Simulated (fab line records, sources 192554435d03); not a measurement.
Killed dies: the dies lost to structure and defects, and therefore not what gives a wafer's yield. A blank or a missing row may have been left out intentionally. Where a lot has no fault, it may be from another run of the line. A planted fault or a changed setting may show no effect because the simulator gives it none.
Chamber matching | flow n5Finfet | 3 sister chambers for N5_FIN_SAQP_PECVD_47 on pecvd-03
The step deposits a-Si from SiH4/He, target thk 45 nm, time 36.3 s. 16 wafers are shown with their chamber, then 8 later ones without.

WAFERS PAIRED WITH THEIR CHAMBERS
wafer  | chamber | throttleValvePct (%) | showerheadPlenumPTorr (Torr) | heaterPowerOuterW (W)
L076.1 | 1       | 19.3                 | 5.62                         | 470
L076.4 | 1       | 19.4                 | 5.61                         | 469
L076.6 | 2       | 18.1                 | 5.75                         | 442
L077.3 | 1       | 19.4                 | 5.63                         | 513
L077.5 | 1       | 19.4                 | 5.64                         | 496
L077.6 | 2       | 18.0                 | 5.75                         | 462
L081.1 | 1       | 19.5                 | 5.62                         | 462
L081.5 | 0       | 17.3                 | 5.64                         | 552
L081.6 | 2       | 18.0                 | 5.75                         | 413
L082.2 | 2       | 18.0                 | 5.76                         | 437
L082.3 | 0       | 17.5                 | 5.64                         | 516
L082.6 | 1       | 19.6                 | 5.63                         | 452
L084.1 | 0       | 17.5                 | 5.66                         | 504
L084.3 | 1       | 19.2                 | 5.63                         | 492
L084.4 | 0       | 17.4                 | 5.65                         | 514
L086.1 | 0       | 17.5                 | 5.64                         | 567

SIGNATURES, as means of the wafers listed above
reading               | chamber 0 | chamber 1 | chamber 2 | scatter within a chamber
throttleValvePct      | 17.440    | 19.400    | 18.025    | 0.104
showerheadPlenumPTorr | 5.6460    | 5.6257    | 5.7525    | 0.00862
heaterPowerOuterW     | 530.60    | 479.14    | 438.50    | 23.2
Rule: a wafer's distance from a chamber is the root of the sum, over the readings, of the square of ((its reading less the chamber's mean) divided by the reading's scatter). If the next closest chamber is less than 2 further off than the closest, the wafer can't be placed; otherwise it belongs to the closest. The scatter: the root of (the sum of the squares of (reading less its chamber's mean) over the shown wafers, divided by (wafers less chambers)).

WAFERS WHOSE CHAMBER IS MISSING
wafer  | throttleValvePct (%) | showerheadPlenumPTorr (Torr) | heaterPowerOuterW (W)
L086.3 | 18.3                 | 5.75                         | 470
L086.5 | 17.4                 | 5.65                         | 559
L087.1 | 18.4                 | 5.75                         | 468
L087.4 | 19.5                 | 5.63                         | 462
L087.5 | 17.4                 | 5.65                         | 518
L091.2 | 18.1                 | 5.75                         | 456
L091.3 | 17.4                 | 5.65                         | 442
L091.6 | 19.3                 | 5.64                         | 417

EACH ONE'S CHAMBER
wafer  | from the rows above | in truth
L086.3 | 2                   | 2
L086.5 | 0                   | 0
L087.1 | 2                   | 2
L087.4 | 1                   | 1
L087.5 | 0                   | 0
L091.2 | 2                   | 2
L091.3 | 0                   | 0
L091.6 | 1                   | 1
8 of 8 placed correctly. Number that these rows cannot place: 0. 0 placed wrongly.
